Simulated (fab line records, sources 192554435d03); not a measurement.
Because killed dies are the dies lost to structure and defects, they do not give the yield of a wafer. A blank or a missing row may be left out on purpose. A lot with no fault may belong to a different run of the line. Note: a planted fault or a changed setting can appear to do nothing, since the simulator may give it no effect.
fab line records | flow n5_finfet
[record] lots = 3 wafers = 9 last_day = 19
route steps=1938 shown BEOL_M2@922 BEOL_M3@931 BEOL_M4@1111 PASSIVATION@1936
lots with no fault: from the same line, run without faults
start_h: the number of hours between the record's first day and the start of the first shown wafer of the lot | wait_h: hours since the lot's step before | " same as the row above | L1.1+2: a row that stands for several wafers | - either no value or no given start | * or withheld: withheld | < > ~ a bound
route shown NAME@n: a module of which the file shows steps, and the number in the route of the first | usual: mean and standard deviation over wafers with no fault | same: alike in all rows | chamber/n: place in a boat | sites: per-site readings | _std_site: how widely they spread, as a standard deviation | _edge_site: the outer-site mean with the inner-site mean subtracted | radius_mm: for every site, how far away it sits from the centre of the wafer | mask NAME#n: copy n | behind: the most recent tool/chamber to have shaped the wafer | hold: why the lot went on hold/how many hours it stayed there/how the hold came to an end | device: the n, p or np transistor that did not switch | end of line: tests run on the same wafers once the route is complete | a step with no rows: only its recipe | killed: count of dies lost to structure and defects at first sort (not the wafer's yield) | map: shows each die of a wafer: x if killed, . if not, _ if none is there
set.NAME: the run value of the setting; set.NAME@STEP: its run value at that earlier step | model.NAME: the simulator's own value behind a step, which no gauge read
lots at selected steps of the route; one table per step, one row per wafer
services: when a tool's chamber went out of use (start_h, in hours from the record's first day, below 0 if earlier), for how many hours, and the reason
[[steps]]
[step N5_BEOL_M2_ANNEAL_51]
[recipe] temp_c = 225 time_s = 90 ambient = N2
[step N5_BEOL_M2_CMP_52]
[recipe] stop_on = SiOC t_overpolish_s = 6.8 down_force_psi = 1 platen_rpm = 50 clearing_platen_down_force_psi = 1.5 clearing_platen_rpm = 50 post_cmp_clean = cu_alkaline target_thk_nm = 40 clearing_platen_pad_velocity_m_s = 0.99484 pad_velocity_m_s = 0.99484
[step N5_BEOL_M2_PRE_CLEAN_60]
[recipe] gas = NH3/H2 time_s = 15 temp_c = * rf_power_w = 300
[step N5_BEOL_M2_CO_CAP_55]
[recipe] material = Co target_thk_a = 20 temp_c = 200 precursor = CCTBA/H2 pressure_torr = 30 time_s = 102.1
[step N5_BEOL_M2_PRE_CLEAN_56]
[recipe] gas = NH3 time_s = 15 temp_c = withheld rf_power_w = 300
[step N5_BEOL_M2_DEP_57]
[recipe] material = SiCN target_thk_a = 80 temp_c = withheld precursor = 3MS/NH3 pressure_torr = 3 rf_w = 202 time_s = 14
[step N5_BEOL_M3_ILD_DEP_00]
[recipe] material = SiOC target_thk_a = 790 temp_c = 350 precursor = DEMS/O2 pressure_torr = 5 rf_w = 500 time_s = 15.3
[step N5_BEOL_M3_PECVD_72]
[recipe] material = SiO2 target_thk_a = 160 temp_c = 400 precursor = TEOS/O2 pressure_torr = 5.5 rf_w = 450 teos_flow_sccm = 53.8 gas = O2 flow_sccm = 3000 time_s = 18
[step N5_BEOL_M3_HM_DEP_02]
[recipe] material = TiN target_thk_a = 200 temp_c = 25 chamber_pressure_pa = 0.49996
[usual] throttle_valve_pct = 30.7/1
// columns lot.wafer tool chamber start_h wait_h throttle_valve_pct model.TiN_of_BEOL_M3_HM_DEP_02.thk_nm
L627.1 pvd_sputter-01 - 189.43 0.0 30.9 19.8
L627.3 " - " " 30.5 19.8
L627.5 " - " " 29.6 19.6
L637.1 pvd_sputter-01 - 250.82 0.0 30.6 19.8
L637.3 " - " " 29.8 27.2
L637.6 " - " " 29.5 19.8
L642.4 pvd_sputter-02 - 286.05 0.6 30.4 20.2
L642.5 " - " " 30.4 20
L642.6 " - " " 31.4 19.8
[step N5_BEOL_M3_COAT_61]
[recipe] resist = SOC temp_c = 250 time_s = 60 spin_rpm = 1500 resist_thk_nm = 60
[step N5_BEOL_M3_COAT_62]
[recipe] resist = SiARC temp_c = 220 time_s = 60 spin_rpm = 1500 resist_thk_nm = 12
[step N5_BEOL_M3_COAT_73]
[recipe] resist = underlayer temp_c = 205 time_s = 60 spin_rpm = 1500 resist_thk_nm = 5
[step N5_BEOL_M3_COAT_05]
[recipe] resist = CAR-EUV spin_rpm = 1500 resist_thk_nm = 30
[step N5_BEOL_M3_EBR_07]
[recipe] solvent = PGMEA ebr_width_mm = 1.5
[step N5_BEOL_M3_SOFTBAKE_06]
[recipe] temp_c = 110 time_s = 60 resist = CAR-EUV
[step N5_BEOL_M3_EXPOSE_08]
[recipe] mask_id = M3 na = 0.33 source_shape = dipole sigma_inner = 0.369 sigma_outer = 0.767 polarization = unpolarized dose_mj = 33
[step N5_BEOL_M3_PEB_09]
[recipe] peb_temp_c = 100 peb_time_s = 60 resist = CAR-EUV
[step N5_BEOL_M3_DEVELOP_10]
[recipe] develop_time_s = 30 developer = TMAH resist = CAR-EUV rinse_liquid = surfactant_rinse dry = air_spin dev_temp_c = 23
[step N5_BEOL_M3_DESCUM_16]
[recipe] chemistry = O2 time_s = 7 source_power_w = 50 bias_power_w = 20 pressure_mtorr = 20 rf_frequency_hz = 2.712e+07 temp_c = 40 resist = CAR-EUV o2_flow_sccm = 225
[step N5_BEOL_M3_ETCH_74]
[recipe] chemistry = N2/H2 target = underlayer target_depth_a = 65 mask_material = CAR-EUV time_s = 5.2 ion_energy_ev = 200 pressure_mtorr = 30 source_w = 840 bias_w = 150 n2_flow_sccm = 200 h2_flow_sccm = 200 ends = cleared
[step N5_BEOL_M3_ETCH_63]
[recipe] chemistry = CF4 target = SiARC target_depth_a = 156 mask_material = CAR-EUV time_s = 26 ion_energy_ev = 80 pressure_mtorr = 40 source_w = 545 bias_w = 36 Ar_flow_sccm = 100 cf4_flow_sccm = 100 ends = cleared
[step N5_BEOL_M3_ETCH_64]
[recipe] chemistry = N2/H2 target = SOC target_depth_a = 750 overetch_a = 150 mask_material = SiARC temp_c = 40 time_s = 112.5 ion_energy_ev = 200 pressure_mtorr = 30 source_w = 840 bias_w = 150 n2_flow_sccm = 200 h2_flow_sccm = 200
[step N5_BEOL_M3_STRIP_65]
[recipe] chemistry = N2/H2 temp_c = 40 n2_flow_sccm = 200 h2_flow_sccm = 200 rf_frequency_hz = 6e+07
[step N5_BEOL_M3_STRIP_75]
[recipe] chemistry = N2/H2 temp_c = 40 n2_flow_sccm = 200 h2_flow_sccm = 200 rf_frequency_hz = 6e+07
[step N5_BEOL_M3_STRIP_66]
[recipe] chemistry = CF4 resist = SiARC power_w = 300 bias_power_w = 75 pressure_mtorr = 50 cf4_flow_sccm = 150 rf_frequency_hz = 6e+07
[step N5_BEOL_M3_HM_OPEN_17]
[recipe] chemistry = Cl2/BCl3 target_depth_a = 200 overetch_a = 60 target = TiN mask_material = SOC ion_energy_ev = 150 pressure_mtorr = 10 icp_w = 1000 bias_w = 126 Cl2_flow_sccm = 53.25 bcl3_flow_sccm = 21.75 Ar_flow_sccm = 25
[usual] drypump_motor_current_A = 5.7/0.5 oes_product_au = 0.66/0.1 throttle_valve_pct = 22.10/0.24
// columns lot.wafer tool chamber start_h wait_h drypump_motor_current_A oes_product_au rf_hours_counter_h throttle_valve_pct model.etch.depth_nm
L627.1 rie_metal-01 0 190.19 0.0 6.1 0.53 115 22.27 19.88
L627.3 " 0 " " 6.1 0.53 - 22.30 19.78
L627.5 " 1 " " 4.9 0.52 - 22.42 19.66
L637.1 rie_metal-01 1 253.63 0.1 4.9 0.52 119 22.42 19.75
L637.3 " 0 " " 6.1 0.62 - 22.08 26.73
L637.6 " 1 " " 4.9 0.52 - 22.42 19.75
L642.4 rie_metal-01 0 286.92 0.1 6.1 0.81 - 21.72 20.15
L642.5 " 0 " " 6.1 0.82 - 21.72 20.09
L642.6 " 0 " " 6.1 0.81 - 21.73 19.8
[step N5_BEOL_M3_STRIP_19]
[recipe] chemistry = O2 power_w = 400 temp_c = 40 pressure_mtorr = 30 rf_frequency_hz = 6e+07 bias_power_w = 0 overash_fraction = 0.2 o2_flow_sccm = 225
[step N5_BEOL_M3_COAT_67]
[recipe] resist = SOC temp_c = 250 time_s = 60 spin_rpm = 1500 resist_thk_nm = 60
[step N5_BEOL_M3_COAT_68]
[recipe] resist = SiARC temp_c = 220 time_s = 60 spin_rpm = 1500 resist_thk_nm = 12
[step N5_BEOL_M3_COAT_76]
[recipe] resist = underlayer temp_c = 205 time_s = 60 spin_rpm = 1500 resist_thk_nm = 5
[step N5_BEOL_M3_COAT_22]
[recipe] resist = CAR-EUV spin_rpm = 1500 resist_thk_nm = 30
[step N5_BEOL_M3_EBR_24]
[recipe] solvent = PGMEA ebr_width_mm = 1.5
[step N5_BEOL_M3_SOFTBAKE_23]
[recipe] temp_c = 110 time_s = 60 resist = CAR-EUV
[step N5_BEOL_M3_EXPOSE_25]
[recipe] mask_id = V2 na = 0.33 source_shape = quasar sigma_inner = 0.2 sigma_outer = 0.8 polarization = unpolarized defocus_nm = 5 dose_mj = 63
[step N5_BEOL_M3_TRENCH_ETCH_37]
[recipe] chemistry = C4F6/O2 target_depth_a = 555.55 target = SiOC time_s = 29.2 ion_energy_ev = 250 pressure_mtorr = 30 source_w = 355 bias_w = 185 Ar_flow_sccm = 300 C4F6_flow_sccm = 10 O2_flow_sccm = 10
[usual] drypump_motor_current_A = 5.7/0.35 oes_product_au = 0.75/0.073 rf_vpp_V = 666/11 showerhead_plenum_p_Torr = 2.86/0.09 throttle_valve_pct = 21.08/0.2
// columns lot.wafer tool chamber start_h wait_h drypump_motor_current_A oes_product_au rf_hours_counter_h rf_vpp_V showerhead_plenum_p_Torr throttle_valve_pct model.TiN_of_BEOL_M3_HM_DEP_02.thk_nm
L627.1 rie_diel-02 0 - - 5.8 0.85 57 669 2.78 20.48 17.6
L627.3 " 3 " " 5.0 0.94 23 682 3.05 21.08 17.4
L627.5 " 2 " " 5.6 0.71 - 645 2.83 21.22 17.4
L637.1 rie_diel-02 1 - - 5.6 0.70 208 674 2.93 21.10 17.4
L637.3 " 0 " " 5.8 0.82 75 669 2.77 20.49 24.8
L637.6 " 3 " " 5.0 0.90 - 683 3.04 21.12 17.4
L642.4 rie_diel-03 3 - - 5.5 0.71 228 654 2.82 21.30 17.8
L642.5 " 3 " " 5.5 0.71 - 655 2.82 21.31 17.8
L642.6 " 2 " " 5.3 0.72 - 663 2.82 21.16 17.4
[step N5_BEOL_M4_RC_MEAS_101]
[usual] DIBL_N = 35.1/1.6 DIBL_P = 34.9/1.8 IOFF_N = 0.143/0.026 IOFF_P = 0.21/0.037 ION_N = 671/11 ION_P = 463/7.8 SS_N = 71.2/0.58 SS_P = 73.0/0.54 VT_N = 251/3 VT_P = -250/4.1
// columns lot.wafer tool chamber start_h wait_h DIBL_N[mV/V] DIBL_P[mV/V] IOFF_N[nA/um] IOFF_P[nA/um] ION_N[uA/um] ION_P[uA/um] SS_N[mV/dec] SS_P[mV/dec] VT_N[mV] VT_P[mV]
L627.1 prober-02 0 211.18 0.0 36.1 37.0 0.181 0.27 673 466 72.0 73.5 248 -244
L627.3 " 0 " " 33.7 34.1 0.138 0.22 664 464 71.2 72.5 249 -245
L627.5 " 0 " " 33.0 33.6 0.137 0.21 675 470 70.8 73.3 249 -246
L637.1 prober-01 0 291.93 0.0 37.3 34.9 0.152 0.24 649 459 72.4 73.5 255 -245
L637.3 " 0 " " 37.2 36.5 0.166 0.26 675 470 71.6 73.6 249 -247
L637.6 " 0 " " 37.0 36.0 0.153 0.27 668 470 71.2 73.7 253 -244
L642.4 prober-01 0 331.26 0.5 36.4 36.4 0.153 0.22 671 468 71.5 72.9 252 -250
L642.5 " 0 " " 35.4 36.0 0.141 0.22 672 471 71.1 73.3 249 -247
L642.6 " 0 " " 34.2 33.7 0.117 0.19 657 454 71.1 72.9 253 -250
[step N5_PASSIVATION_PROBE_49]
[usual] defect_limited_yield = 91.1/1.4 killed_at_M0_to_M3 = 36/11 killed_at_M4_up = 14/5.2 killed_at_contacts = 12/6.1 killed_at_front_end = 40/12 killed_at_other = 3.2/2.5 killed_dies = 105/16 killed_open = 68/12 killed_short = 35/8.7 sort_bin_5_function = 5.2/0.89 sort_bin_6_memory = 3.3/0.66 sort_n_pass = 1074/16 sort_yield_pct = 91.1/1.4
[same] gross_dies = 1180 killed_at_back_side = 0 sort_bin_4_leakage[%] = 0 sort_bin_8_speed[%] = 0
// columns lot.wafer tool chamber start_h wait_h defect_limited_yield[%] killed_at_M0_to_M3 killed_at_M4_up killed_at_contacts killed_at_front_end killed_at_other killed_dies killed_open killed_short sort_bin_5_function[%] sort_bin_6_memory[%] sort_n_pass sort_yield_pct[%]
L637.3 prober-01 - 409.45 0.1 88.3 50 17 3 59 9 138 77 46 7.5 3.6 1042 88.3
// killed by level:class
L637.3 BEOL_M3:area_open=14 BEOL_M2:geometric_particle:open=12 SPACER0:geometric_particle:open=10 BEOL_M0_SAQP:geometric_particle:short=10 SPACER0:geometric_particle:short=8 GATE_CUT:geometric_particle:short=8 STI_FIN_REVEAL:geometric_particle:open=7 GATE_CUT:geometric_particle:open=6
[[services]]
// columns tool chamber start_h hours kind
rie_metal-01 - 238.53 0.7 repair
rie_diel-03 - 238.74 15.6 pm
rie_diel-02 - 241.28 5.4 repair
rie_metal-01 0 257.63 - clean
rie_metal-01 0 257.63 19.7 scheduled_down
rie_metal-01 0 257.63 19.7 vent_cycle
rie_diel-03 0 260.05 1.3 repair
rie_metal-01 1 277.35 - clean
rie_metal-01 1 277.35 10.3 scheduled_down
rie_metal-01 1 277.35 10.3 vent_cycle
[[key]]
first_sign none at tools or gauges
[model_effect] step = N5_BEOL_M3_HM_DEP_02 value = TiN_of_BEOL_M3_HM_DEP_02.thk_nm without = 19.6 struck = 27.2
[model_effect] step = N5_BEOL_M3_HM_OPEN_17 value = etch.depth_nm without = 19.65 struck = 26.73
[model_effect] step = N5_BEOL_M3_TRENCH_ETCH_37 value = TiN_of_BEOL_M3_HM_DEP_02.thk_nm without = 17.4 struck = 24.8
met_at N5_BEOL_M3_HM_DEP_02
struck_wafers L637.3
onset_between 189.43 250.82
[fault] kind = process_parameter_drift tool = pvd_sputter-01 chamber = - onset_h = 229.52 steps = N5_BEOL_M3_HM_DEP_02 channel = target_thk_a offset = * shape = step end_h = 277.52 scope = struck_wafers_only acts_in = * stated = *
